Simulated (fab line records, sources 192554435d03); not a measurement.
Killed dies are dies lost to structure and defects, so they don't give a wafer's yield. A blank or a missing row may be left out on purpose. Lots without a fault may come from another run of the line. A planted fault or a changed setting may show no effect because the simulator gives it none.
Chamber matching | flow n5_finfet | N5_BEOL_M3_ALD_84 on ald_metal-02: 4 sister chambers
The step deposits TaN, pulse time 2 s, purge time 3 s, co reactant purge time 2 s. 18 wafers are shown with their chamber, then 9 later ones without.

WAFERS WITH THEIR CHAMBER
wafer  | chamber | heater_power_outer_w (W) | heater_power_w (W) | precursor_vessel_temp_c (C)
L076.1 | 1       | 206                      | 413                | 74.87
L076.4 | 0       | 226                      | 408                | 74.88
L076.6 | 2       | 219                      | 389                | 75.04
L077.2 | 0       | 221                      | 404                | 75.06
L077.3 | 2       | 216                      | 385                | 75.21
L077.5 | 2       | 214                      | 392                | 75.06
L081.3 | 3       | 180                      | 342                | 74.94
L081.5 | 2       | 219                      | 383                | 75.05
L081.6 | 1       | 207                      | 421                | 75.04
L082.1 | 0       | 223                      | 397                | 75.41
L082.2 | 1       | 208                      | 403                | 75.13
L082.5 | 3       | 178                      | 348                | 75.12
L083.2 | 0       | 227                      | 402                | 74.80
L083.3 | 3       | 175                      | 357                | 74.91
L083.4 | 2       | 214                      | 395                | 74.94
L085.1 | 1       | 205                      | 405                | 75.26
L085.2 | 2       | 214                      | 388                | 74.86
L085.3 | 0       | 219                      | 398                | 75.07

SIGNATURES (means of the wafers above)
reading                 | chamber 0 | chamber 1 | chamber 2 | chamber 3 | scatter within a chamber
heater_power_outer_w    | 223.20    | 206.50    | 216.00    | 177.67    | 2.57
heater_power_w          | 401.80    | 410.50    | 388.67    | 349.00    | 5.95
precursor_vessel_temp_c | 75.0440   | 75.0750   | 75.0267   | 74.9900   | 0.169
Rule: a wafer's distance from a chamber is the root of the sum, over the readings, of the square of ((its reading less the chamber's mean) divided by the reading's scatter). The wafer belongs to the nearest chamber; if the next one is less than 2 further off, it can't be placed. The scatter: the root of (the sum of the squares of (reading less its chamber's mean) over the shown wafers, divided by (wafers less chambers)).

WAFERS WITHOUT THEIR CHAMBER
wafer  | heater_power_outer_w (W) | heater_power_w (W) | precursor_vessel_temp_c (C)
L087.1 | 214                      | 394                | 75.14
L087.5 | 228                      | 403                | 74.81
L087.6 | 204                      | 413                | 74.93
L091.1 | 202                      | 401                | 75.03
L091.2 | 175                      | 350                | 74.94
L091.6 | 207                      | 405                | 74.86
L093.2 | 211                      | 392                | 74.98
L093.5 | 215                      | 394                | 75.00
L093.6 | 207                      | 410                | 74.84

WHICH CHAMBER EACH WENT THROUGH
wafer  | from the rows above     | in truth
L087.1 | 2                       | 2
L087.5 | 0                       | 0
L087.6 | 1                       | 1
L091.1 | 1                       | 1
L091.2 | 3                       | 3
L091.6 | 1                       | 1
L093.2 | can't be placed: 2 or 1 | 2
L093.5 | 2                       | 2
L093.6 | 1                       | 1
Placed correctly: 8 of 9. Can't be placed from these rows: 1 (the true chamber is among the candidates in 1). Placed wrongly: 0.
